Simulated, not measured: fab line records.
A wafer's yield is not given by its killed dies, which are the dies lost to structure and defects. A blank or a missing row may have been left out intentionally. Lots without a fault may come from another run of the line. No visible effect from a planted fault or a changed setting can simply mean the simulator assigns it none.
fab line records | flow n5Finfet | part 2 of 2: steps 17 to 22 of 22
record lots=5 wafers=15 lastDay=17
route steps=1938 shown BEOL_M2@874
lots that met no fault: taken from a fault-free run of the same line
startH: start of the lot's first displayed wafer, in hours after the record's first day | waitH: hours since the lot's step before | " same as the row above | L1.1+2: several wafers, shown together as one row | - no value, or no start was given | * or withheld: withheld | < > ~ a bound
route shown NAME@n: names a module that has steps shown in the file, with the first one's number in the route | usual: mean and standard deviation over wafers with no fault | same: alike in all rows | chamber/n: place in a boat | sites: the reading at each site | _std_site: standard deviation of those values | _edge_site: inner sites' mean taken away from outer sites' mean | radiusMm: how far each site lies from the wafer's centre | mask NAME#n: copy n | behind: tool/chamber where the wafer was last shaped | hold: what put the lot on hold/how long, in hours/how the hold closed | device: whichever transistor did not switch (one of n, p or np) | end of line: at the end of the route, the tests of the same wafers | for a step that has no rows: nothing shown but its recipe | killed: not the wafer's yield, but the dies lost to structure and defects at the first sort | map: the dies of a wafer, with x for killed, . for not killed, _ for no die there
set.NAME: the run value of the setting; set.NAME@STEP: its run value at that earlier step | model.NAME: the simulator's own value behind a step, which no gauge read
lots at some steps of the route; a table a step, a row a wafer
services: the hour from which a tool's chamber was out of use, counted from the record's first day as startH (under 0 if before that day), plus the number of hours and why
## steps
# step N5_BEOL_M2_TRENCH_ETCH_37
# recipe chemistry=C4F6/O2 targetDepthA=555.55 target=SiOC timeS=29.2 ionEnergyEv=250 pressureMtorr=30 sourceW=355 biasW=185 Ar_flow_sccm=300 C4F6_flow_sccm=10 O2_flow_sccm=10
# usual chamberPressureMTorr=30.001/0.029 drypumpMotorCurrentA=5.8/0.46 oes_f_703_au=0.84/0.074 oesProductAu=0.85/0.076 rfVppV=659/13 showerheadPlenumPTorr=2.82/0.075 throttleValvePct=20.84/0.19
# same timeS=29.2
# columns lot.wafer tool chamber startH waitH chamberPressureMTorr drypumpMotorCurrentA oes_f_703_au oesProductAu rfHoursCounterH rfVppV showerheadPlenumPTorr throttleValvePct
L074.2 rieDiel-03 3 - - 30.016 5.3 0.70 0.71 176 689 2.72 20.95
L074.3 " 1 " " 29.996 5.6 0.71 0.69 244 656 2.81 21.45
L074.5 " 2 " " 29.957 5.7 0.85 0.90 - 668 2.79 20.79
L081.4 rieDiel-04 2 - - 30.008 6.1 0.86 0.84 67 651 2.87 20.61
L081.5 " 2 " " 30.006 6.1 0.85 0.84 - 651 2.87 20.62
L081.6 " 1 " " 30.012 5.8 0.87 0.87 - 652 2.78 20.69
L087.1 rieDiel-03 1 - - 30.045 5.6 0.94 0.91 20 656 2.80 21.11
L087.2 " 3 " " 30.005 5.2 0.67 0.68 214 687 2.70 21.02
L087.4 " 2 " " 30.037 5.7 0.80 0.83 60 667 2.77 20.83
L091.3 rieDiel-02 0 - - 29.988 5.6 0.86 0.89 33 676 2.89 20.67
L091.5 " 2 " " 30.002 5.5 0.81 0.83 - 653 2.77 20.97
L091.6 " 1 " " 29.993 6.7 0.84 0.85 - 644 2.78 20.72
L094.1 rieDiel-03 0 - - 30.000 5.4 0.86 0.88 43 650 2.77 20.84
L094.2 " 2 " " 29.972 5.7 0.79 0.84 67 669 2.77 20.84
L094.4 " 1 " " 30.032 5.6 0.93 0.92 27 657 2.79 21.14
# step N5_BEOL_M2_ETCH_41
# recipe chemistry=CH3F/O2 target=SiCN targetDepthA=299 taperDeg=2 timeS=52.5 ionEnergyEv=120 maskMaterial=TiN pressureMtorr=30 sourceW=395 biasW=75 Ar_flow_sccm=150 CH3F_flow_sccm=30 O2_flow_sccm=20
# usual chamberPressureMTorr=30.00/0.036 drypumpMotorCurrentA=5.8/0.46 oesProductAu=0.85/0.076 rfVppV=296.8/1.4 showerheadPlenumPTorr=1.98/0.055 throttleValvePct=16.27/0.19
# same timeS=52.5
# columns lot.wafer tool chamber startH waitH chamberPressureMTorr drypumpMotorCurrentA oesProductAu rfHoursCounterH rfVppV showerheadPlenumPTorr throttleValvePct
L074.2 rieDiel-03 3 - - 29.98 5.2 0.71 176 296.1 1.91 16.46
L074.3 " 1 " " 29.97 5.5 0.70 244 297.0 1.97 16.93
L074.5 " 2 " " 30.05 5.7 0.89 - 297.1 1.96 16.17
L081.4 rieDiel-04 2 - - 30.03 6.1 0.84 67 297.5 2.02 16.08
L081.5 " 2 " " 30.02 6.1 0.84 - 297.2 2.02 16.05
L081.6 " 1 " " 30.01 5.8 0.87 - 296.2 1.95 16.12
L087.1 rieDiel-03 1 - - 29.98 5.5 0.92 20 296.2 1.96 16.49
L087.2 " 3 " " 30.02 5.3 0.68 214 293.0 1.89 16.52
L087.4 " 2 " " 29.98 5.7 0.84 60 296.7 1.94 16.25
L091.3 rieDiel-02 0 - - 29.98 5.6 0.89 33 297.5 2.03 16.14
L091.5 " 2 " " 30.03 5.5 0.83 - 295.7 1.94 16.33
L091.6 " 1 " " 29.97 6.7 0.85 - 295.8 1.95 16.16
L094.1 rieDiel-03 0 - - 29.99 5.4 0.88 43 296.4 1.94 16.28
L094.2 " 2 " " 30.02 5.7 0.84 67 295.7 1.94 16.27
L094.4 " 1 " " 29.95 5.6 0.92 27 296.7 1.96 16.51
# step N5_BEOL_M2_STRIP_97
# recipe chemistry=N2/H2 timeS=10 powerW=450 tempC=40 pressureMtorr=20 rfFrequencyHz=6e+07 biasPowerW=7 n2FlowSccm=200 h2FlowSccm=200
# usual chamberPressureMTorr=19.999/0.018 drypumpMotorCurrentA=5.8/0.46 oesProductAu=0.85/0.075 rfVppV=58.9/0.9 showerheadPlenumPTorr=2.51/0.073 throttleValvePct=23.68/0.23
# same timeS=10
# columns lot.wafer tool chamber startH waitH chamberPressureMTorr drypumpMotorCurrentA oesProductAu rfHoursCounterH rfVppV showerheadPlenumPTorr throttleValvePct
L074.2 rieDiel-03 3 - - 19.966 5.3 0.71 176 58.9 2.42 23.71
L074.3 " 1 " " 19.996 5.5 0.69 244 59.2 2.50 24.15
L074.5 " 2 " " 19.971 5.7 0.91 - 58.4 2.49 23.58
L081.4 rieDiel-04 2 - - 19.984 6.1 0.84 67 60.7 2.56 23.25
L081.5 " 2 " " 19.968 6.1 0.84 - 58.1 2.57 23.25
L081.6 " 1 " " 20.021 5.8 0.86 - 59.2 2.48 23.62
L087.1 rieDiel-03 1 - - 19.958 5.6 0.93 20 58.1 2.49 23.83
L087.2 " 3 " " 20.005 5.3 0.69 214 58.1 2.41 23.76
L087.4 " 2 " " 19.979 5.7 0.86 60 59.1 2.48 23.63
L091.3 rieDiel-02 0 - - 20.016 5.6 0.88 33 58.8 2.59 23.73
L091.5 " 2 " " 19.978 5.6 0.84 - 58.0 2.46 23.97
L091.6 " 1 " " 20.033 6.7 0.84 - 60.4 2.47 23.45
L094.1 rieDiel-03 0 - - 20.024 5.4 0.87 43 58.8 2.47 23.57
L094.2 " 2 " " 20.019 5.7 0.85 67 59.0 2.47 23.65
L094.4 " 1 " " 19.978 5.6 0.91 27 58.7 2.49 23.85
# step N5_BEOL_M2_OCD_MEAS_38
# usual trenchDepthNm=55.8/0.89
# columns lot.wafer tool chamber startH waitH trenchDepthNm
L074.2 ocd-02 - 137.18 - 55.3
L074.3 " - " " 55.8
L074.5 " - " " 56.2
L081.4 ocd-01 - 184.53 - 56.3
L081.5 " - " " 56.2
L081.6 " - " " 55.6
L087.1 ocd-01 - 236.87 - 56.6
L087.2 " - " " 54.8
L087.4 " - " " 56.5
L091.3 ocd-02 - 243.92 - 55.1
L091.5 " - " " 56.8
L091.6 " - " " 55.9
L094.1 ocd-01 - 256.81 - 55.4
L094.2 " - " " 57.2
L094.4 " - " " 57.7
# step N5_BEOL_M2_HM_STRIP_39
# recipe chemistry=peroxideTinStrip material=TiN targetDepthA=250 tempC=50 timeS=158
# usual bathGuardTempC=49.9/0.52
# same timeS=158
# columns lot.wafer tool chamber startH waitH bathGuardTempC
L074.2 wetBench-02 5 137.21 0.0 50.2
L074.3 " 3 " " 50.2
L074.5 " 7 " " 51.3
L081.4 wetBench-01 3 184.56 0.0 50.7
L081.5 " 0 " " 49.8
L081.6 " 1 " " 49.9
L087.1 wetBench-02 5 236.90 0.0 50.0
L087.2 " 1 " " 49.8
L087.4 " 3 " " 49.5
L091.3 wetBench-02 7 243.95 0.0 50.8
L091.5 " 5 " " 50.1
L091.6 " 2 " " 48.8
L094.1 wetBench-01 0 256.84 0.0 50.0
L094.2 " 7 " " 50.6
L094.4 " 3 " " 50.8
# step N5_BEOL_M2_SRD_40
# recipe timeS=30 tempC=23 rinseLiquid=diw dry=ipaMarangoni
# same timeS=30
# columns lot.wafer tool chamber startH waitH
L074.2+3+5 wetBench-02 5,3,7 137.26 0.0
L081.4+5+6 wetBench-01 3,0,1 184.61 0.0
L087.1+2+4 wetBench-02 5,1,3 236.95 0.0
L091.3+5+6 wetBench-02 7,5,2 244.00 0.0
L094.1+2+4 wetBench-01 0,7,3 256.89 0.0
## services
# columns tool chamber startH hours kind
rieDiel-03 0 119.18 - clean
rieDiel-03 0 119.18 - consumableReplace:focusRing
rieDiel-03 0 119.18 15.5 scheduledDown
rieDiel-03 0 119.18 15.5 ventCycle
rieDiel-02 1 120.80 6.6 repair
rieDiel-02 0 121.77 3.9 repair
rieDiel-02 0 127.39 - clean
rieDiel-04 - 133.18 1.8 repair
rieDiel-03 0 136.09 6.4 repair
rieDiel-04 - 142.48 14.6 pm
aldSin-01 3 146.47 8.6 repair
rieDiel-03 1 149.06 - clean
rieDiel-03 1 149.06 - consumableReplace:focusRing
rieDiel-03 1 149.06 19.0 scheduledDown
rieDiel-03 1 149.06 19.0 ventCycle
rieDiel-04 2 159.86 12.2 repair
aldSin-03 - 176.75 14.0 pm
aldSin-02 - 202.50 28.1 pm
rieDiel-04 3 212.00 - clean
rieDiel-04 3 212.00 - consumableReplace:focusRing
rieDiel-04 3 212.00 22.3 scheduledDown
rieDiel-04 3 212.00 22.3 ventCycle
aldSin-03 0 232.64 5.9 repair
aldSin-02 3 249.16 11.5 repair
